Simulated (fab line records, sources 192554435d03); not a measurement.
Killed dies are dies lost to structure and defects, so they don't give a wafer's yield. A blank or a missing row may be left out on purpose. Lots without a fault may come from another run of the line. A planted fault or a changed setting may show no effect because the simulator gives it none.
A struck lot beside a sound one | flow n5_finfet | 16 steps out of a route of 1938
Sound: wafers L617.1, L617.2, L617.5. Struck: wafer L621.2. (L621.6 of the same lot was not struck and is left out.) The cause comes at the end.
At each step with rows: each side's tool, then ch and its chambers, then its first start. Under that, the readings that differ: sound wafers | struck wafers | difference of the means | sigmas: that difference in standard deviations of wafers without a fault.
alike: readings whose means differ by less than 2 such deviations, and words and numbers that are the same on both sides. not compared: withheld readings, readings that some wafer has no value for, bounds like >300 that may hide the same value, and numbers for which the record gives no deviation and whose values overlap.
The two part at a step that has a row with sigmas, a row that says differs or no value, or rows on one side only. Numbers that don't overlap but have no deviation are shown without sigmas and don't part them. A reading that every wafer of one side lacks parts them only if that side has two wafers or more.

N5_DUMMY_GATE_DESCUM_20: chemistry O2, time 6.2 s.
  sound on rie_diel-05 ch 1,2,3, day 4 19:48; struck on rie_diel-03 ch 2, day 5 16:23
  reading                         | sound                | struck | difference | sigmas
  chamber_pressure_mTorr (mTorr)  | 19.969 19.994 20.024 | 20.053 | +0.057     | +2
  rf_vpp_V (V)                    | 242.6 243.7 246.0    | 240.8  | -3.3       | -3
  showerhead_plenum_p_Torr (Torr) | 2.06 2.14 2.19       | 1.99   | -0.14      | -3
  alike: drypump_motor_current_A, oes_product_au, throttle_valve_pct
  not compared: rf_hours_counter_h
N5_DUMMY_GATE_ETCH_29: etches underlayer in N2/H2, target depth 13 nm.
  sound on rie_diel-05 ch 1,2,3, day 4 19:52; struck on rie_diel-03 ch 2, day 5 16:28
  reading                         | sound             | struck | difference | sigmas
  rf_vpp_V (V)                    | 524.0 527.2 526.9 | 521.1  | -4.9       | -2
  showerhead_plenum_p_Torr (Torr) | 2.50 2.61 2.66    | 2.43   | -0.16      | -2
  alike: chamber_pressure_mTorr, drypump_motor_current_A, oes_product_au, throttle_valve_pct
  not compared: rf_hours_counter_h
then, 1 step without rows for these wafers: N5_DUMMY_GATE_ETCH_36 (etches SiARC in CF4, target depth 13 nm).
N5_DUMMY_GATE_ETCH_37: etches SOC in N2/H2, target depth 60 nm, overetch 30 nm.
  sound on rie_diel-05 ch 1,2,3, day 4 19:57; struck on rie_diel-03 ch 2, day 5 16:32
  reading                         | sound             | struck | difference | sigmas
  rf_vpp_V (V)                    | 522.8 526.9 527.4 | 520.6  | -5.1       | -2
  showerhead_plenum_p_Torr (Torr) | 2.50 2.61 2.66    | 2.43   | -0.16      | -2
  alike: chamber_pressure_mTorr, drypump_motor_current_A, oes_product_au, throttle_valve_pct
  not compared: rf_hours_counter_h
then, 2 steps without rows for these wafers: N5_DUMMY_GATE_STRIP_38 (strips in N2/H2); N5_DUMMY_GATE_STRIP_39 (strips in N2/H2).
N5_DUMMY_GATE_TRIM_49: chemistry O2, time 29 s, target cd 14 nm.
  sound on rie_si-03 ch 0,3, day 4 20:02; struck on rie_si-01 ch 1, day 5 16:37
  alike: chamber_pressure_mTorr, drypump_motor_current_A, oes_product_au, throttle_valve_pct
  not compared: rf_hours_counter_h
N5_DUMMY_GATE_STRIP_40: strips in CF4.
  sound on rie_diel-06 ch 0,2,3, day 4 20:08; struck on rie_diel-05 ch 2, day 5 16:55
  alike: chamber_pressure_mTorr, drypump_motor_current_A, oes_product_au, rf_vpp_V, showerhead_plenum_p_Torr, throttle_valve_pct
  not compared: rf_hours_counter_h
N5_DUMMY_GATE_CD_MEAS_50: target cd 14 nm.
  sound on cd_sem-03, day 4 20:11; struck on cd_sem-01, day 5 16:58
  alike: cd_nm
then, 3 steps without rows for these wafers: N5_DUMMY_GATE_ETCH_31 (etches SiO2 in C4F6/O2, target depth 82.5 nm, time 27.5 s); N5_DUMMY_GATE_STRIP_41 (strips in O2); N5_DUMMY_GATE_HM_OPEN_21 (chemistry CH3F/O2, target SiNx, target depth 120 nm, time 171.4 s).
N5_DUMMY_GATE_ETCH_32: etches SiO2 in CF4, target depth 3.5 nm, time 3.9 s.
  sound on rie_si-01 ch 0,1,2, day 4 20:29; struck on rie_si-01 ch 1, day 5 17:15
  reading                                       | sound             | struck | difference | sigmas
  oes_product_au (a.u.)                         | 1.003 0.965 0.970 | 1.250  | +0.271     | +13
  model.etch.depth_nm (nm)                      | 3.518 3.311 3.374 | 4.958  | +1.557     |
  model.SiO2_of_DUMMY_GATE_PECVD_30.thk_nm (nm) | 41.2 40.8 42      | 40     | -1         |
  alike: chamber_pressure_mTorr, drypump_motor_current_A, throttle_valve_pct
  not compared: rf_hours_counter_h
then, 1 step without rows for these wafers: N5_DUMMY_GATE_ETCH_23 (etches poly-Si in HBr/Cl2/O2, target depth 41 nm, time 22.3 s).
N5_DUMMY_GATE_ETCH_44: etches poly-Si in HBr/O2, stops on SiO2, target depth 127.5 nm.
  sound on rie_si-01 ch 0,1,2, day 4 20:34; struck on rie_si-01 ch 1, day 5 17:20
  reading                                       | sound             | struck | difference | sigmas
  oes_product_au (a.u.)                         | 0.728 0.722 0.728 | 0.704  | -0.022     | -2
  model.SiO2_of_DUMMY_GATE_PECVD_30.thk_nm (nm) | 37.6 37.2 38.6    | 36.4   | -1.4       |
  alike: chamber_pressure_mTorr, drypump_motor_current_A, throttle_valve_pct
  not compared: rf_hours_counter_h
N5_DUMMY_GATE_CD_MEAS_24: target cd 15 nm.
  sound on cd_sem-03, day 4 20:40; struck on cd_sem-01, day 5 17:28
  alike: cd_nm

WHERE THEY PART
First at N5_DUMMY_GATE_DESCUM_20; last, within this record, at N5_DUMMY_GATE_ETCH_44. Later steps at which nothing parts them and some readings are alike: N5_DUMMY_GATE_CD_MEAS_24.

WHY: what the simulator had put in
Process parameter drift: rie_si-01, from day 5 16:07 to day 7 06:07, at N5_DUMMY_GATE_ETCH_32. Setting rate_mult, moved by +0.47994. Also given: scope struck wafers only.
